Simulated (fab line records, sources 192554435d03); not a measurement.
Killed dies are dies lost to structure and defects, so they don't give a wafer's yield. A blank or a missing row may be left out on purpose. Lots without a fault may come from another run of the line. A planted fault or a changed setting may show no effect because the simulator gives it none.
Chamber matching | flow n5_finfet | N5_MOL_CONTACT_COAG_ALD_123 on ald_sin-03: 4 sister chambers
The step deposits SiNx, target thk 5 nm, pulse time 1 s, purge time 2 s. 4 wafers are shown with their chamber, then 9 later ones without.

WAFERS WITH THEIR CHAMBER
wafer  | chamber | heater_power_w (W)
L081.5 | 0       | 930
L082.4 | 2       | 797
L083.1 | 1       | 700
L083.5 | 3       | 834

WAFERS WITHOUT THEIR CHAMBER
wafer  | heater_power_w (W)
L087.3 | 843
L087.4 | 716
L087.6 | 888
L090.3 | 787
L090.5 | 709
L090.6 | 886
L092.1 | 859
L092.3 | 921
L092.6 | 847

WHICH CHAMBER EACH WENT THROUGH
wafer  | from the rows above          | in truth
L087.3 | can't be placed: 3 or 2      | 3
L087.4 | 1                            | 1
L087.6 | can't be placed: 0 or 3      | 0
L090.3 | can't be placed: 2 or 3      | 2
L090.5 | 1                            | 1
L090.6 | can't be placed: 0 or 3 or 2 | 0
L092.1 | can't be placed: 3 or 2 or 0 | 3
L092.3 | 0                            | 0
L092.6 | can't be placed: 3 or 2      | 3
Placed correctly: 3 of 9. Can't be placed from these rows: 6 (the true chamber is among the candidates in 6). Placed wrongly: 0.
How it was worked out, from the rows above alone: a wafer's distance from a chamber is the root of the sum, over the readings, of the square of ((its reading less the chamber's mean) divided by the reading's scatter). The wafer belongs to the nearest chamber; if the next one is less than 2 further off, it can't be placed. A chamber's mean is the mean of its shown wafers. The scatter: with one shown wafer a chamber, the root of the mean of the squares of how far each hidden wafer lies from its nearest shown one.
